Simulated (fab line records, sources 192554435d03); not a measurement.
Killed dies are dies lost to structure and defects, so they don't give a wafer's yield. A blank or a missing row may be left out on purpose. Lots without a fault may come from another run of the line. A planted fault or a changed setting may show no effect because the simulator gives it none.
fab line records | flow n5_finfet
record lots=5 wafers=15 last_day=16
route steps=1938 shown BEOL_M0_CUTY@705 BEOL_M0@715 BEOL_M4@1111 PASSIVATION@1936
lots that met no fault: from a run of the same line without faults
start_h: hours from the record's first day to the start of the lot's first wafer shown | wait_h: hours since the lot's step before | " the same as in the row above | L1.1+2: a row that stands for several wafers | - no value, or no start given | * or withheld: withheld | < > ~ a bound
route shown NAME@n: a module of which the file shows steps, and the number in the route of the first | usual: mean/standard deviation of fault-free wafers | same: alike in all rows | chamber/n: place in a boat | sites: the reading at each site | _std_site: their standard deviation | _edge_site: outer sites' mean less inner sites' | radius_mm: how far each site lies from the wafer's centre | mask NAME#n: copy n | behind: the tool/chamber that last shaped the wafer | hold: why the lot was held/for how many hours/how that ended | device: the transistor (n, p or np) that didn't switch | end of line: the same wafers' tests at the end of the route | a step without rows: its recipe alone | killed: dies lost to structure and defects at the first sort, not the wafer's yield | map: a wafer's dies, x killed, . not, _ none there
set.NAME: the setting as run; set.NAME@STEP: as run at that earlier step | model.NAME: the simulator's own value behind a step, which no gauge read
lots at some steps of the route; a table a step, a row a wafer
services: from which hour (start_h, from the record's first day; less than 0 if before it) a tool's chamber was out of use, for how many hours, and why
## steps
# step N5_BEOL_M0_CUTY_EXPOSE_54
# recipe mask_id=M0_ABLK na=1.35 source_shape=conventional sigma_outer=0.8 polarization=unpolarized dose_mj=36
# step N5_BEOL_M0_CUTY_PEB_55
# recipe peb_temp_c=110 peb_time_s=60 resist=CAR-ArF-block
# step N5_BEOL_M0_CUTY_DEVELOP_56
# recipe develop_time_s=30 developer=TMAH resist=CAR-ArF-block rinse_liquid=diw dry=air_spin dev_temp_c=23
# step N5_BEOL_M0_CUTY_DESCUM_61
# recipe chemistry=O2 time_s=7.9 source_power_w=50 bias_power_w=20 pressure_mtorr=20 rf_frequency_hz=2.712e+07 temp_c=40 resist=CAR-ArF-block o2_flow_sccm=225
# step N5_BEOL_M0_CUTY_ETCH_62
# recipe chemistry=CF4 target=SiARC mask_material=CAR-ArF-block time_s=58.5 ion_energy_ev=80 pressure_mtorr=40 source_w=545 bias_w=36 Ar_flow_sccm=100 cf4_flow_sccm=100 ends=cleared
# step N5_BEOL_M0_CUTY_ETCH_63
# recipe chemistry=N2/H2 target=SOC target_depth_a=827 overetch_a=165 mask_material=SiARC temp_c=40 ion_energy_ev=200 time_s=124 pressure_mtorr=30 source_w=840 bias_w=150 n2_flow_sccm=200 h2_flow_sccm=200
# step N5_BEOL_M0_CUTY_STRIP_64
# recipe chemistry=N2/H2 temp_c=40 n2_flow_sccm=200 h2_flow_sccm=200 rf_frequency_hz=6e+07
# step N5_BEOL_M0_ETCH_138
# recipe chemistry=CH3F/O2 target_depth_a=120 target=SiCN time_s=31.6 ion_energy_ev=120 pressure_mtorr=30 source_w=395 bias_w=75 Ar_flow_sccm=150 CH3F_flow_sccm=30 O2_flow_sccm=20 ends=cleared
# step N5_BEOL_M0_HM_OPEN_105
# recipe chemistry=Cl2/BCl3 target_depth_a=120 target=TiN ion_energy_ev=150 pressure_mtorr=10 icp_w=1000 bias_w=126 Cl2_flow_sccm=53.25 bcl3_flow_sccm=21.75 Ar_flow_sccm=25
# step N5_BEOL_M0_STRIP_140
# recipe chemistry=CF4 resist=SiARC power_w=300 bias_power_w=75 pressure_mtorr=50 cf4_flow_sccm=150 rf_frequency_hz=6e+07
# usual bias_power_w=75.00/0.22 cf4_flow_sccm=150.0/0.47 drypump_motor_current_A=5.7/0.36 oes_product_au=0.78/0.082 rf_vpp_V=271.3/1.8 showerhead_plenum_p_Torr=1.80/0.065 throttle_valve_pct=13.51/0.22
# columns lot.wafer tool chamber start_h wait_h bias_power_w cf4_flow_sccm drypump_motor_current_A oes_product_au rf_hours_counter_h rf_vpp_V showerhead_plenum_p_Torr throttle_valve_pct
L586.2 rie_diel-01 1 171.95 0.2 - - - - - - - -
L586.4 " 3 " " - - - - - - - -
L586.5 " 1 " " - - - - - - - -
L585.2 rie_diel-02 1 171.97 0.1 - - - - - - - -
L585.3 " 2 " " - - - - - - - -
L585.4 " 3 " " - - - - - - - -
L587.3 rie_diel-04 3 181.28 0.1 - - - - - - - -
L587.4 " 3 " " - - - - - - - -
L587.5 " 2 " " - - - - - - - -
L589.1 rie_diel-01 3 202.56 0.1 75.20 150.1 4.9 0.83 64 271.4 1.89 13.29
L589.2 " 2 " " 74.74 149.7 6.4 0.85 56 273.4 1.89 13.36
L589.4 " 3 " " 75.04 150.5 4.9 0.84 - 273.9 1.89 13.33
L594.1 rie_diel-02 2 222.11 0.3 74.64 149.5 5.9 0.69 239 267.9 1.70 13.97
L594.3 " 3 " " 74.76 150.3 5.7 0.68 249 272.4 1.85 13.64
L594.4 " 0 " " 74.87 150.6 5.3 0.72 200 270.6 1.80 13.59
# step N5_BEOL_M0_STRIP_104
# recipe chemistry=N2/H2 power_w=450 temp_c=40 pressure_mtorr=20 rf_frequency_hz=6e+07 overash_fraction=0.3 bias_power_w=7 h2_frac=0.5 n2_flow_sccm=200 h2_flow_sccm=200
# step N5_BEOL_M0_WET_ETCH_106
# recipe chemistry=DHF dilution=10:1 temp_c=25 target=SiO2 target_depth_a=1300 dry=ipa_marangoni rinse_time_s=30 rinse_temp_c=23
# step N5_BEOL_M0_ETCH_128
# recipe chemistry=CF4/N2 target_depth_a=120 overetch_a=51 target=SiCN time_s=21.4 ion_energy_ev=150 pressure_mtorr=40 source_w=430 bias_w=70 Ar_flow_sccm=100 cf4_flow_sccm=60 n2_flow_sccm=60
# step N5_BEOL_M0_TRENCH_ETCH_107
# recipe chemistry=C4F6/O2 target_depth_a=328 target=SiOC time_s=16.4 ion_energy_ev=250 pressure_mtorr=30 source_w=355 bias_w=185 Ar_flow_sccm=300 C4F6_flow_sccm=10 O2_flow_sccm=10
# step N5_BEOL_M0_STRIP_142
# recipe chemistry=N2/H2 time_s=10 power_w=450 temp_c=40 pressure_mtorr=20 rf_frequency_hz=6e+07 bias_power_w=7 n2_flow_sccm=200 h2_flow_sccm=200
# step N5_BEOL_M0_HM_STRIP_129
# recipe chemistry=peroxide_tin_strip material=TiN target_depth_a=170 temp_c=50 time_s=108
# step N5_BEOL_M0_SRD_130
# recipe time_s=30 temp_c=23 rinse_liquid=diw dry=ipa_marangoni
# step N5_BEOL_M0_ETCH_109
# recipe chemistry=CH3F/O2 target_depth_a=80 overetch_a=24 target=SiCN time_s=27.4 ion_energy_ev=120 pressure_mtorr=30 source_w=395 bias_w=75 Ar_flow_sccm=150 CH3F_flow_sccm=30 O2_flow_sccm=20
# step N5_BEOL_M0_STRIP_139
# recipe chemistry=post_etch_residue_remover time_s=60 temp_c=25 remover_ph=withheld remover_water_wt_pct=withheld remover_fluoride_wt_pct=withheld
# step N5_BEOL_M0_SRD_111
# recipe time_s=30 temp_c=23 rinse_liquid=diw dry=ipa_marangoni
# step N5_BEOL_M0_DEGAS_112
# recipe ambient=vacuum temp_c=250 time_s=60
# step N5_BEOL_M0_PRE_CLEAN_113
# recipe gas=H2/He time_s=30 temp_c=250
# step N5_BEOL_M0_ALD_136
# recipe material=TaN target_thk_a=* temp_c=275 ald_precursor_family=PDMAT ald_co_reactant=NH3 pressure_torr=3 carrier_flow_sccm=1500 pulse_time_s=2 purge_time_s=3 co_reactant_purge_time_s=2 co_reactant_pulse_time_s=3 ald_cycles=30 precursor_vessel_temp_c=75 precursor_vessel_pressure_torr=26.25 precursor_vessel_carrier_sccm=1000
# step N5_BEOL_M0_SURFACE_TREAT_137
# recipe gas=Ar time_s=* ion_energy_ev=* ion_current_ma_cm2=0.5 pressure_mtorr=* ar_flow_sccm=30
# step N5_BEOL_M0_CVD_115
# recipe material=Co target_thk_a=* temp_c=withheld precursor=CCTBA/H2 pressure_torr=30 time_s=120
# step N5_BEOL_M0_SPUTTER_116
# recipe material=Cu target_thk_a=40 temp_c=-20 chamber_pressure_pa=0.07 power_w=withheld time_s=7.37
# step N5_BEOL_M0_ANNEAL_117
# recipe temp_c=400 time_s=60 ambient=vacuum
# step N5_BEOL_M0_SPUTTER_132
# recipe material=Cu target_thk_a=40 temp_c=-20 chamber_pressure_pa=0.07 power_w=withheld time_s=7.37
# step N5_BEOL_M0_ANNEAL_133
# recipe temp_c=400 time_s=60 ambient=vacuum
# step N5_BEOL_M0_SPUTTER_134
# recipe material=Cu target_thk_a=40 temp_c=-20 chamber_pressure_pa=0.07 power_w=withheld time_s=7.37
# step N5_BEOL_M0_ANNEAL_135
# recipe temp_c=400 time_s=60 ambient=vacuum
# step N5_BEOL_M0_SPUTTER_141
# recipe material=Cu target_thk_a=40 temp_c=-20 chamber_pressure_pa=0.07 power_w=withheld time_s=7.37
# step N5_BEOL_M0_ECD_118
# recipe material=Cu target_thk_a=3000
# step N5_BEOL_M0_ANNEAL_119
# recipe temp_c=225 time_s=90 ambient=N2
# step N5_BEOL_M0_CMP_120
# recipe stop_on=SiOC t_overpolish_s=6.9 down_force_psi=1 platen_rpm=50 clearing_platen_down_force_psi=1.5 clearing_platen_rpm=50 post_cmp_clean=cu_alkaline clearing_platen_pad_velocity_m_s=0.99484 pad_velocity_m_s=0.99484
# step N5_BEOL_M0_PRE_CLEAN_131
# recipe gas=NH3/H2 time_s=15 temp_c=* rf_power_w=300
# step N5_BEOL_M0_CO_CAP_123
# recipe material=Co target_thk_a=20 temp_c=200 precursor=CCTBA/H2 pressure_torr=30 time_s=102.1
# step N5_BEOL_M4_RC_MEAS_101
# usual DIBL_N=36.7/1.8 DIBL_P=37.0/2.4 IOFF_N=0.17/0.036 IOFF_P=0.22/0.042 ION_N=673/12 ION_P=462/8.5 SS_N=71.7/0.62 SS_P=73.4/0.65 VT_N=250/3.7 VT_P=-250/3.7
# columns lot.wafer tool chamber start_h wait_h DIBL_N[mV/V] DIBL_P[mV/V] IOFF_N[nA/um] IOFF_P[nA/um] ION_N[uA/um] ION_P[uA/um] SS_N[mV/dec] SS_P[mV/dec] VT_N[mV] VT_P[mV]
L587.3 prober-02 0 237.34 0.3 38.8 38.6 0.19 0.24 697 470 71.6 74.8 248 -252
L587.4 " 0 " " 35.0 35.0 0.14 0.19 672 459 71.7 72.9 251 -254
L587.5 " 0 " " 37.7 38.3 0.19 0.25 701 479 72.2 74.6 247 -247
L585.2 prober-01 0 237.86 0.2 38.3 38.7 0.21 0.30 680 474 72.5 73.0 247 -242
L585.3 " 0 " " 34.6 34.8 0.15 0.23 677 479 71.1 72.4 247 -241
L585.4 " 0 " " 36.7 37.2 0.18 0.27 677 472 71.8 73.1 248 -245
L586.2 prober-01 0 239.58 0.2 34.8 34.0 0.12 0.17 664 456 71.2 72.2 255 -254
L586.5 " 0 " " 33.1 33.1 0.09 0.16 641 447 71.2 72.4 262 -258
L589.1 prober-01 0 270.96 0.0 34.9 35.8 0.12 0.19 649 452 71.5 73.0 253 -251
L589.2 " 0 " " 35.6 37.4 0.14 0.22 667 462 71.1 73.8 251 -251
L589.4 " 0 " " 35.1 37.3 0.14 0.21 671 466 71.7 73.8 253 -252
L594.1 prober-02 0 286.97 0.0 36.8 32.7 0.16 0.18 669 457 72.3 72.2 248 -247
L594.3 " 0 " " 36.5 35.0 0.17 0.21 688 467 71.5 73.1 247 -249
L594.4 " 0 " " 37.0 34.7 0.17 0.21 674 465 71.5 72.9 248 -251
# step N5_PASSIVATION_PROBE_49
# usual defect_limited_yield=91.1/1.4 killed_at_M0_to_M3=32/9.3 killed_at_M4_up=13/5.8 killed_at_contacts=12/6.3 killed_at_front_end=44/12 killed_at_other=3.6/2.7 killed_dies=104/17 killed_on_rim=14/3.9 killed_open=69/13 killed_short=34/6.9 sort_bin_5_function=5.2/0.98 sort_bin_6_memory=3.3/0.59 sort_bin_8_speed=0.01/0.039 sort_n_pass=1075/17 sort_yield_pct=91.1/1.4
# same gross_dies=1180 killed_at_back_side=0 sort_bin_4_leakage[%]=0
# columns lot.wafer tool chamber start_h wait_h defect_limited_yield[%] killed_at_M0_to_M3 killed_at_M4_up killed_at_contacts killed_at_front_end killed_at_other killed_dies killed_on_rim killed_open killed_short sort_bin_5_function[%] sort_bin_6_memory[%] sort_bin_8_speed[%] sort_n_pass sort_yield_pct[%]
L585.2 prober-02 - 340.37 0.1 48.8 534 11 11 46 2 604 103 76 38 48.1 2.8 0 576 48.8
L585.3 prober-02 - 340.42 0.1 48.2 535 13 7 49 7 611 134 63 39 48.3 3.0 0 569 48.2
L585.4 prober-02 - 340.47 0.2 53.1 492 9 16 33 4 554 25 42 33 44.2 2.2 0 626 53.1
L586.2 prober-01 - 345.13 0.1 49.4 496 20 30 50 1 597 28 89 45 45.9 4.4 0 583 49.4
L586.4 prober-01 - 345.23 0.2 35.6 627 15 44 70 4 760 149 110 48 58.5 4.7 0 420 35.6
L586.5 prober-01 - 345.28 0.2 64.6 336 17 18 47 0 418 17 72 32 30.8 3.6 0.34 759 64.3
L587.3 prober-02 - 351.38 0.1 49.5 537 9 6 41 3 596 20 65 30 46.5 3.6 0 584 49.5
L587.4 prober-02 - 351.43 0.2 45.0 590 3 12 44 0 649 33 61 36 52.6 2.1 0 531 45.0
L587.5 prober-02 - 351.48 0.2 51.4 509 9 13 38 4 573 99 56 34 45.6 2.8 0 607 51.4
L589.1 prober-01 - 375.31 0.0 90.2 28 9 20 52 7 116 13 89 26 5.8 3.7 0 1064 90.2
L589.2 prober-01 - 375.36 0.1 89.4 47 7 26 44 1 125 17 86 37 6.3 4.3 0 1055 89.4
L589.4 prober-01 - 375.46 0.2 91.4 26 4 20 48 3 101 19 60 38 4.7 3.4 0 1079 91.4
L594.1 prober-01 - 392.15 0.0 89.9 37 15 15 46 6 119 15 83 36 6.2 3.0 0 1061 89.9
L594.3 prober-01 - 392.25 0.1 93.0 29 6 16 30 2 83 13 56 27 4.2 2.5 0 1097 93.0
L594.4 prober-01 - 392.30 0.2 90.5 27 15 21 43 6 112 17 77 32 5.4 3.5 0 1068 90.5
# killed by level:class
L585.2 BEOL_M0:area_ald=489 STI_FIN_REVEAL:geometric_particle:open=14 MOL_CONTACT_COAG:geometric_particle:open=10 BEOL_M0_SAQP:geometric_particle:open=10 FIN_SAQP:geometric_particle:short=8 FIN_SAQP:geometric_particle:open=7 BEOL_M0_SAQP:geometric_particle:short=7 BEOL_M3:geometric_particle:open=7
L585.3 BEOL_M0:area_ald=507 FIN_SAQP:geometric_particle:open=11 FIN_SAQP:geometric_particle:short=11 STI_FIN_REVEAL:geometric_particle:open=9 MOL_CONTACT_COAG:geometric_particle:open=7 STI_FIN_REVEAL:geometric_particle:short=6 BEOL_M0_SAQP:geometric_particle:open=6 BEOL_M5:geometric_particle:open=5
L585.4 BEOL_M0:area_ald=478 MOL_CONTACT_COAG:geometric_particle:open=12 FIN_SAQP:geometric_particle:open=8 FIN_SAQP:geometric_particle:short=8 MOL_CONTACT_COAG:geometric_particle:short=4 BEOL_M0_SAQP:geometric_particle:short=4 STI_FIN_REVEAL:geometric_particle:open=3 PASS1_CAP:geometric_particle:short=3
L586.2 BEOL_M0:area_ald=463 MOL_CONTACT_COAG:geometric_particle:open=24 FIN_SAQP:geometric_particle:open=14 BEOL_M4:geometric_particle:open=14 BEOL_M2:geometric_particle:open=13 FIN_SAQP:geometric_particle:short=12 BEOL_M0_SAQP:geometric_particle:short=7 MOL_CONTACT_COAG:geometric_particle:short=6
L586.4 BEOL_M0:area_ald=594 MOL_CONTACT_COAG:geometric_particle:open=31 STI_FIN_REVEAL:geometric_particle:open=16 FIN_SAQP:geometric_particle:open=14 BEOL_M2:geometric_particle:open=13 MOL_CONTACT_COAG:geometric_particle:short=13 BEOL_M4:geometric_particle:open=10 FIN_SAQP:geometric_particle:short=8
L586.5 BEOL_M0:area_ald=308 BEOL_M2:geometric_particle:open=16 MOL_CONTACT_COAG:geometric_particle:open=15 FIN_SAQP:geometric_particle:short=8 BEOL_M4:geometric_particle:open=7 GATE_CUT:geometric_particle:short=7 DUMMY_GATE:geometric_particle:open=5 GATE_CUT:geometric_particle:open=5
L587.3 BEOL_M0:area_ald=501 BEOL_M0_SAQP:geometric_particle:open=15 FIN_SAQP:geometric_particle:open=14 BEOL_M3:geometric_particle:open=9 FIN_SAQP:geometric_particle:short=7 DUMMY_GATE:geometric_particle:open=7 MOL_CONTACT_COAG:geometric_particle:open=6 BEOL_M0_SAQP:geometric_particle:short=6
L587.4 BEOL_M0:area_ald=552 FIN_SAQP:geometric_particle:short=14 MOL_CONTACT_COAG:geometric_particle:open=11 FIN_SAQP:geometric_particle:open=10 BEOL_M3:geometric_particle:open=8 BEOL_M0_SAQP:geometric_particle:open=8 DUMMY_GATE:geometric_particle:open=7 BEOL_M0_SAQP:geometric_particle:short=7
L587.5 BEOL_M0:area_ald=482 MOL_CONTACT_COAG:geometric_particle:open=13 FIN_SAQP:geometric_particle:open=12 FIN_SAQP:geometric_particle:short=9 GATE_CUT:geometric_particle:short=5 BEOL_M1:geometric_particle:short=5 BEOL_M1:geometric_particle:open=4 STARTING-WAFER:geometric_particle:open=4
L589.1 MOL_CONTACT_COAG:geometric_particle:open=17 FIN_SAQP:geometric_particle:open=16 STI_FIN_REVEAL:geometric_particle:open=15 BEOL_M2:geometric_particle:open=9 FIN_SAQP:geometric_particle:short=5 BEOL_M3:geometric_particle:open=5 DUMMY_GATE:geometric_particle:open=4 BEOL_M0_SAQP:geometric_particle:open=4
L589.2 MOL_CONTACT_COAG:geometric_particle:open=24 BEOL_M3:geometric_particle:open=13 FIN_SAQP:geometric_particle:open=10 BEOL_M0_SAQP:geometric_particle:open=9 FIN_SAQP:geometric_particle:short=8 BEOL_M0_SAQP:geometric_particle:short=8 STI_FIN_REVEAL:geometric_particle:open=7 ILD0:geometric_particle:short=7
L589.4 MOL_CONTACT_COAG:geometric_particle:open=13 DUMMY_GATE:geometric_particle:open=10 FIN_SAQP:geometric_particle:open=9 FIN_SAQP:geometric_particle:short=8 BEOL_M0_SAQP:geometric_particle:short=8 MOL_CONTACT_COAG:geometric_particle:short=7 BEOL_M2:geometric_particle:open=6 BEOL_M0_SAQP:geometric_particle:open=4
L594.1 STI_FIN_REVEAL:geometric_particle:open=14 MOL_CONTACT_COAG:geometric_particle:open=13 FIN_SAQP:geometric_particle:short=9 BEOL_M0_SAQP:geometric_particle:open=9 BEOL_M3:geometric_particle:open=8 BEOL_M1:geometric_particle:open=7 BEOL_M2:geometric_particle:open=7 BEOL_M0_SAQP:geometric_particle:short=6
L594.3 MOL_CONTACT_COAG:geometric_particle:open=14 BEOL_M0_SAQP:geometric_particle:open=9 BEOL_M0_SAQP:geometric_particle:short=7 BEOL_M2:geometric_particle:open=5 FIN_SAQP:geometric_particle:open=4 STI_FIN_REVEAL:geometric_particle:open=4 DUMMY_GATE:geometric_particle:open=4 BEOL_M3:geometric_particle:open=4
L594.4 MOL_CONTACT_COAG:geometric_particle:open=18 FIN_SAQP:geometric_particle:open=10 BEOL_M0_SAQP:geometric_particle:short=8 BEOL_M7:geometric_particle:open=8 GATE_CUT:geometric_particle:short=7 BEOL_M2:geometric_particle:open=7 FIN_SAQP:geometric_particle:short=6 STI_FIN_REVEAL:geometric_particle:open=6
# map L585.3 (x killed, . not)
_________________xx.xx.xxxxxx________________
______________x.x.x...x..x.xxxx._____________
___________xxxxxxxxx..xxx..xxxxxx.x__________
__________x..x.xxx.x....xx...xxxxxx._________
________xx.xxxxxxx.xx.x..xxx.x....x.x._______
_______xxxx..xx....xxxx...x...xx.x.xxxx______
______.xxxx.x.x...x..............x..xxx._____
_____.x.x.xx..xxx....x...........x.xxxx..____
____xxxx.x.x...x..xxx.........xx.xx...x.xx___
___xxxxxx..x..xxx...x..................xxxx__
___xx.xx...........x..x...x....x.....xxxxxx__
__xxx.xxx..................x.........xxxxxxx_
__x.x.x...........x....x......x.xxx.xx.xxxxx_
_.xxx.x.x.x.x.......x.........x..x..x.xxx..xx
_xxxxx........x......xx....x...xxx.x...xxxxxx
_x.xxx.xx..x.x..............xx........xxxxxxx
_xx.xx.........................x.x...x..xxxxx
_xxx.xxx......xx......x.xx.x.x.......x....xxx
_xxxxx..x.x..x...x.x.x.x...x..x..xx.xx.x.xxxx
_xx.xxxxx...xx........x..x......xxxx..x.xxxxx
_xxxxxx.x.x......................x..xxx...xxx
__x.xxxxxx.xx........x....x......x....xxxxxx_
__xxxxxxxx.xx.......x......x...xx..xx.xxxxxx_
___xxxx.xx..x.x..x.......x.x.x..xxxxxxxxxxx__
___xxx.x.x.x.x..xx...xx..xx...x.x...xxxxxxx__
____xxxxxx.x.....x..x.x.xx.x.x.xxx..x.xxxx___
_____xxxxxxx..xx....xx.x...xxxx.xx..xxxxx____
______xxxxxxxxx..xxxxxx.x.xx.xxxx.xxxxxx_____
_______xxx..xxx.x..xxxxxxx..xxx..xxxxxx______
________xxxxxxxxxxx.xx..x.xxxxxxxxxxxx_______
__________xxxxxxx.xx..xxxxxxxxxxxxxx_________
___________xxxxxxxxxxxxxxxxxxxxxxxx__________
______________xxxxxxxxxxxxxxxxx._____________
_________________xxxxxxxxxxxx________________
# map L586.4 (x killed, . not)
_________________xxxxxxxxxxxx________________
______________xxxxxxxxxxxxxxxxxx_____________
___________xxxxxxxxxx.xxxxxxxxxxxxx__________
__________xxxxxxxxxxxxxxxxxxxxxxxxxx_________
________xxxxxxxxxxxx.x.xxxx.xxxxxxxxxx_______
_______xxxxxxxxxxxxx.xxxxxxx.xxx.xxxxxx______
______xxxxxxxxxx.x..x.x.xxxxxxxxxxxxxxxx_____
_____xxxxxx..x..x....xxxx.xxxx.xx.xxxxxxx____
____xxx.xxxx.xx..x.xxxx.x..x..xx.x.xxxxxxx___
___xx.xxxx.x.x.xxxx.xx.x.x.x...xx.xxxxxxxxx__
___xxxxxxxx.xx..x....xx..x...x.x.x.xxxxxxxx__
__xxxxxxxxx.x..xx...xx..x.x.xx.xx.xxxxxxxxxx_
__xxx..xxxx.xxx..x.x.....x..xxx.xx.xxxxxxxxx_
_xxxxxxxx..x..x.xxx.......xx....xx.xx.xxxxxxx
_xxxxxxxxx.x.x.x...x.x...........xxx..xxxx.xx
_xxxx..x.xx.x.x....x..x..x.......x..x.xxxxxxx
_xxxx..x.x..xxxx.x...x..x.x.x....xx.x.xxxxxxx
_xxxxxx.x.x....x...xxx....x...xx.......xxxxxx
_xxxx.x.xxx..x.xx.x.....xx....x..x.x.xxxxxxxx
_xxx.xx...xxx..x...x..xx......x.x..xx.xxxxxxx
_xxxxx..x.x........x.xx.x.........xx.x.xxxxxx
__x.xx.x.x................x..x..xxxxxxxxxxxx_
__xxx.xxx..x.....x.x...x....x.xxxx.xxx.xx.xx_
___xxx.xxxx.x.....x..x.x.x.......xx...xxxxx__
___xxxx..xxx.xx.x.x...xx...x.x..xxxxx..xxxx__
____xxxxx..x..x.x..x.....x......x.xxx...xx___
_____x.x.....xxxx.x.xxx.xx...x.xxxxxxxxxx____
______xxxxxxxx..xxx.x.x..x.x.x.xxxxxx.xx_____
_______xxxx.xx..xx.x...x..x..x.x..xxxxx______
________xxxxxxxx..xxxxx.....x.xxxxxxxx_______
__________.xxx.xxx.xx.xx..x.xx.x.xxx_________
___________xxxxxx.xxx.x..xxxxxxxxxx__________
______________.xxx.xxxx.xxxxxxxx_____________
_________________xxxxxxxxxxxx________________
## services
# columns tool chamber start_h hours kind
rie_diel-04 2 158.20 4.0 repair
rie_diel-04 1 175.91 66.9 repair
rie_diel-01 1 192.52 - clean
rie_diel-01 1 192.52 - consumable_replace:focus_ring
rie_diel-01 - 218.42 14.6 pm
## key
first_sign step=N5_BEOL_M0_STRIP_140 reading=tool_record direction=missing
effect step=N5_PASSIVATION_PROBE_49 reading=killed_at_M0_to_M3 direction=up sigmas=52 usual=32 struck=517
more_kills_born_at N5_BEOL_M0_ALD_136@ald_metal-03=3009 N5_BEOL_M0_ALD_136@ald_metal-01=1365
met_at N5_BEOL_M0_STRIP_140
struck_wafers L585.2,L585.3,L585.4,L586.2,L586.4,L586.5,L587.3,L587.4,L587.5
later_rows_left_out L586.4
fault kind=skipped_step_whole tool=rie_diel-01,rie_diel-02,rie_diel-04 chamber=- onset_h=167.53 steps=N5_BEOL_M0_STRIP_140 scope=struck_lots_only
# later_rows_left_out: the simulator's readings of these wafers behind a module that went badly wrong aren't trusted and aren't shown, but for the sort
